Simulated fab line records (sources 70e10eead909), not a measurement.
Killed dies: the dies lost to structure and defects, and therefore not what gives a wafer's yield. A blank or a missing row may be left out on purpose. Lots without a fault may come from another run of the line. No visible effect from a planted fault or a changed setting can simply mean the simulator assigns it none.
What tool caused it? :: flow nand harc :: Sampling: 6 lots, 18 wafers, 5 of 1159 route steps

WHAT EACH GAUGE READ, for each wafer
NHARC_END_SORT_01.
lot: L273
measured: day 20 11:10
on: prober-01
killed at other: 0 0 0

lot: L274
measured: day 20 23:11
on: prober-01
killed at other: 1

lot: L279
measured: day 21 21:36
on: prober-01
killed at other: 1 2 0

WHAT TOOL EACH LOT RAN ON (gives the tool, then ch and the chambers of the sampled wafers, and finally the start)
lot: L271
NHARC_A_BONDPAD_PVD_17: pvd sputter-01, day 19 02:20 or earlier
NHARC_A_BONDPAD_PVD_27: pvd sputter-01, day 19 02:20 or earlier
NHARC_THIN_TSV_ETCH_15: rie si-02 ch 0,2,3, day 19 02:20
NHARC_THIN_TSV_DESCUM_35: rie diel-08 ch 1,2, day 19 07:51

lot: L273
NHARC_A_BONDPAD_PVD_17: pvd sputter-02, day 19 19:33 or earlier
NHARC_A_BONDPAD_PVD_27: pvd sputter-02, day 19 19:33 or earlier
NHARC_THIN_TSV_ETCH_15: rie si-02 ch 1,3, day 19 19:33
NHARC_THIN_TSV_DESCUM_35: rie diel-04 ch 0,2,3, day 20 01:05

lot: L274
NHARC_A_BONDPAD_PVD_17: pvd sputter-02, day 20 06:41 or earlier
NHARC_A_BONDPAD_PVD_27: pvd sputter-02, day 20 06:41 or earlier
NHARC_THIN_TSV_ETCH_15: rie si-04 ch 1,2,3, day 20 06:41
NHARC_THIN_TSV_DESCUM_35: rie diel-09 ch 1,2,3, day 20 12:21

lot: L279
NHARC_A_BONDPAD_PVD_17: pvd sputter-02, day 21 06:32 or earlier
NHARC_A_BONDPAD_PVD_27: pvd sputter-02, day 21 06:32 or earlier
NHARC_THIN_TSV_ETCH_15: rie si-04 ch 2,3, day 21 06:32
NHARC_THIN_TSV_DESCUM_35: rie diel-04 ch 0,1, day 21 11:47

lot: L288
NHARC_A_BONDPAD_PVD_17: pvd sputter-01, day 22 21:58 or earlier
NHARC_A_BONDPAD_PVD_27: pvd sputter-01, day 22 21:58 or earlier
NHARC_THIN_TSV_ETCH_15: rie si-02 ch 1,2, day 22 21:58
NHARC_THIN_TSV_DESCUM_35: rie diel-08 ch 0,1,3, day 23 03:16

lot: L290
NHARC_A_BONDPAD_PVD_17: pvd sputter-02, day 23 23:44 or earlier
NHARC_A_BONDPAD_PVD_27: pvd sputter-02, day 23 23:44 or earlier
NHARC_THIN_TSV_ETCH_15: rie si-04 ch 0,1,2, day 23 23:44
NHARC_THIN_TSV_DESCUM_35: rie diel-04 ch 1,3, day 24 05:05
- NHARC_A_BONDPAD_PVD_17: deposits TaN, target thk 5 nm, time 8.06 s.
- NHARC_A_BONDPAD_PVD_27: deposits Cu, target thk 30 nm, time 20.49 s.
- NHARC_THIN_TSV_ETCH_15: target depth 3000 nm, bosch target overetch cycles 2, bosch etch step 2.8 s.
- NHARC_THIN_TSV_DESCUM_35: chemistry O2, time 3 s.

THE ANSWER, worked out from the rows above alone
Rule: usual is defined by the lots themselves. Put in order of their means at a reading, lots are off if they are a third of the lots or fewer, leave a main group of 4 or more, and stand apart from it by a gap of 3 or more times the standard deviation of the main group's means; of several such gaps the widest counts. If all means in a main group match to the digits the tables above print for the reading, that group is not used. Also off: a lot with no number at a reading for which 4 or more lots have one. Any other lot the step has rows for is counted as sound.
No lot is off on any of the readings shown, so nothing can be concluded from this.

WHAT HAD BEEN PUT IN BY THE SIMULATOR
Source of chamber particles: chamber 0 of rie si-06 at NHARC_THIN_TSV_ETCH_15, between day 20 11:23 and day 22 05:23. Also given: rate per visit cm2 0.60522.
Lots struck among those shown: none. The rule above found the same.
